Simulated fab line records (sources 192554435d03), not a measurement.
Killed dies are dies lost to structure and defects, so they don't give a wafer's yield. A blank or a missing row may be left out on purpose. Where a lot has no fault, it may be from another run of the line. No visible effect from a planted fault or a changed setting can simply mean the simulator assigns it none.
Comparing a struck lot with a sound one / flow n5 finfet / 16 steps out of a route of 1938
Sound: wafers L931.2, L931.3, L931.5. Struck: wafer L953.5. (L953.2, L953.6 of the same lot were not struck and are left out.) The cause comes at the end.
Each step with rows lists, per side, the tool, then ch with its chambers, then its first start. Under that, the readings that differ: sound wafers / struck wafers / difference of the means / sigmas: that difference in standard deviations of wafers without a fault.
alike: same words and numbers on both sides, and readings whose means sit less than 2 such deviations apart. not compared: any withheld reading, any reading some wafer has no value for, any bound like >300 that may hide the same value, and any number with overlapping values for which the record gives no deviation.
Wherever a step has rows on one side only, a row that says differs or no value, or a row with sigmas, the two part there. Numbers that have no deviation but don't overlap get no sigmas and don't part them. A reading that every wafer of one side lacks parts them only if that side has two wafers or more.

first, 8 steps without rows for these wafers: N5_BEOL_M4_COAT_68 (time 60 s, resist thk 12 nm); N5_BEOL_M4_COAT_76 (time 60 s, resist thk 5 nm); N5_BEOL_M4_COAT_22 (resist thk 30 nm); N5_BEOL_M4_EBR_24; N5_BEOL_M4_SOFTBAKE_23 (time 60 s); N5_BEOL_M4_EXPOSE_25 (exposes mask V3, defocus 5 nm); N5_BEOL_M4_PEB_26 (peb time 60 s); N5_BEOL_M4_DEVELOP_27 (develop time 30 s).
N5_BEOL_M4_CD_MEAS_28: target cd 26.2 nm, target cd y 24.1 nm.
  sound on cd sem-02 ch 0, day 8 23:09; struck on cd sem-03 ch 0, day 14 01:36
  alike: cd nm
N5_BEOL_M4_OVL_MEAS_29:
  sound on overlay-02 ch 0, day 8 23:11; struck on overlay-01 ch 0, day 14 01:38
  alike: V3_OVL
N5_BEOL_M4_INSPECT_30: inspects for defects (brightfield).
  sound: defect inspect-02 at day 8 23:14; struck: defect inspect-01 at day 14 01:41
reading=raw defect count; sound=453 535 574; struck=190; difference=-331; sigmas=-3
N5_BEOL_M4_DESCUM_33: chemistry O2, time 7 s.
  sound on rie diel-06 ch 2,3, day 8 23:16; struck on rie diel-04 ch 2, day 14 01:43
reading=drypump motor current A (A); sound=5.0 5.4 4.9; struck=6.8; difference=+1.7; sigmas=+4
reading=showerhead plenum p Torr (Torr); sound=2.22 2.16 2.22; struck=2.04; difference=-0.16; sigmas=-2
  alike: oes product au, rf vpp V, throttle valve pct
  not compared: rf hours counter h
N5_BEOL_M4_ETCH_77: etches underlayer in N2/H2, target depth 6.5 nm, time 5.2 s.
  sound on rie diel-06 ch 2,3, day 8 23:19; struck on rie diel-04 ch 2, day 14 01:46
reading=drypump motor current A (A); sound=5.0 5.4 5.0; struck=6.8; difference=+1.7; sigmas=+3
reading=etch rf on time s (s); sound=5.03 5.04 5.03; struck=6.72; difference=+1.69; sigmas=+17
  alike: oes product au, rf vpp V, showerhead plenum p Torr, throttle valve pct
  not compared: rf hours counter h
N5_BEOL_M4_ETCH_69: etches SiARC in CF4, target depth 15.6 nm, time 26 s.
  sound on rie diel-06 ch 2,3, day 8 23:19; struck on rie diel-04 ch 2, day 14 01:46
reading=drypump motor current A (A); sound=5.0 5.3 5.0; struck=6.8; difference=+1.7; sigmas=+4
reading=etch rf on time s (s); sound=25.1 25.0 25.3; struck=26.2; difference=+1.1; sigmas=+2
  alike: oes product au, rf vpp V, showerhead plenum p Torr, throttle valve pct
  not compared: rf hours counter h
N5_BEOL_M4_RC_MEAS_101:
  sound on prober-02 ch 0, day 9 15:51; struck on prober-01 ch 0, day 15 05:15
reading=DIBL_N (mV/V); sound=35.1 31.4 29.9; struck=38.4; difference=+6.3; sigmas=+3
reading=SS_P (mV/dec); sound=72.7 71.6 71.0; struck=73.9; difference=+2.1; sigmas=+3
reading=VT_N (mV); sound=252 255 257; struck=247; difference=-8; sigmas=-2
  alike: DIBL_P, IOFF_N, IOFF_P, ION_N, ION_P, SS_N, VT_P
-- record jumps: 4 days separate the struck wafers' starts on either side; left off in module BEOL_M4, taken up again in module PASSIVATION, whose first shown step is the route's number 1936 --
N5_PASSIVATION_PROBE_49:
  the record has rows for the struck wafers here (prober-02, day 19 09:13) and none for the sound ones

## WHERE THEY PART
Last at N5_PASSIVATION_PROBE_49 as far as this record goes, first at N5_BEOL_M4_INSPECT_30.

WHY: whatever the simulator had introduced
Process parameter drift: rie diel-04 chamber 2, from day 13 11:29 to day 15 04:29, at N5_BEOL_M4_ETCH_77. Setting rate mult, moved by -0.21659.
